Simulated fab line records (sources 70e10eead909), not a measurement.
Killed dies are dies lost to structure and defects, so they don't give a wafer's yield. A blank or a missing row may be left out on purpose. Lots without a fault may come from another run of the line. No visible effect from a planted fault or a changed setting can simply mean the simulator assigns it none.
A lot that was struck, set against a sound lot -- flow nand harc -- 14 steps out of a route of 1159
Sound: wafers L264.2, L264.3, L264.6. Struck: wafers L274.3, L274.4, L274.5. The cause is given at the end.
At each step with rows: each side's tool, then ch and its chambers, then its first start. Under that, the readings that differ: sound wafers -- struck wafers -- difference of the means -- sigmas: that difference in standard deviations of wafers without a fault.
alike: a reading whose means differ by less than 2 such deviations, as well as words and numbers matching on both sides. not compared: withheld readings; readings where some wafer has no value; bounds like >300 that might hide an equal value; numbers whose values overlap and for which the record gives no deviation.
A row with sigmas, a row that says differs or no value, or rows on one side alone: a step with any of these is where the two part. When numbers do not overlap yet have no deviation, they are printed without sigmas and do not part them. Lack of a reading on every wafer of one side parts them only where that side has two or more wafers.

NHARC_P_CONTACT_CD_MEAS_19:
  sound: cd sem-03 at day 6 14:13; struck: cd sem-02 at day 9 17:09
  alike: cd nm
NHARC_P_CONTACT_STRIP_28: strips in O2.
  sound on rie diel-13 ch 0,1,3, day 6 14:19; struck on rie diel-09 ch 1,3, day 9 17:13
  alike: drypump motor current A, o2 flow sccm, oes product au, rf vpp V, showerhead plenum p Torr, throttle valve pct
  not compared: rf hours counter h
then, 1 step without rows for these wafers: NHARC_P_CONTACT_STRIP_29 (strips in post etch residue remover, time 1200 s).
NHARC_P_CONTACT_DEGAS_38: time 60 s.
  sound: pvd sputter-01 at day 6 14:56; struck: pvd sputter-01 at day 9 17:53
  alike: heater power w, susceptor temp C
then, 1 step without rows for these wafers: NHARC_P_CONTACT_PRE_CLEAN_39 (time 19.5 s).
NHARC_P_CONTACT_PVD_32: deposits Ti, target thk 5 nm, time 17.7 s.
  sound on pvd sputter-01; struck on pvd sputter-01
  alike: chamber pressure pa, throttle valve pct
NHARC_P_CONTACT_ALD_22: deposits TiN, target thk 3 nm, pulse time 1 s, ald cycles 150.
  sound on ald metal-03 ch 2,3, day 6 15:11; struck on ald metal-01 ch 1,2, day 9 18:06
  alike: heater power w, precursor pulse height rel, susceptor temp C
NHARC_P_CONTACT_CVD_23: deposits W, target thk 200 nm, time 557 s.
  sound on cvd w-01 ch 0,1; struck on cvd w-02 ch 0,1
reading,sound,struck,difference,sigmas
susceptor temp C (C),300.50 300.21 300.12,- - -,no value on the struck wafers,
  alike: heater power w, throttle valve pct
then, 2 steps without rows for these wafers: NHARC_P_CONTACT_CMP_24 (polishes, t overpolish 30 s, target thk 200 nm); NHARC_P_CONTACT_SRD_26.
NHARC_P_CONTACT_INSPECT_27:
  sound: defect inspect-02 at day 6 19:25; struck: defect inspect-02 at day 10 01:26
  alike: raw defect count
NHARC_P_M0_DEP_00: deposits SiOC, target thk 150 nm.
  sound on pecvd-02 ch 1,2, day 6 19:29; struck on pecvd-02 ch 0,2, day 10 02:17
  alike: showerhead vpp V
then, 1 step without rows for these wafers: NHARC_P_M0_DEHYDRATE_01 (time 120 s).
-- record jumps: 14 days between struck wafers' starts before vs after; left off in module P_M0, resumes in module END, first step shown is number 1159 of the route --
NHARC_END_SORT_01:
  the record has rows for the struck wafers here (prober-02 ch 0, day 24 02:45) and none for the sound ones

WHERE THEY PART
Last at NHARC_END_SORT_01 as far as this record goes, first at NHARC_P_CONTACT_CVD_23.

WHY: what the simulator had put in
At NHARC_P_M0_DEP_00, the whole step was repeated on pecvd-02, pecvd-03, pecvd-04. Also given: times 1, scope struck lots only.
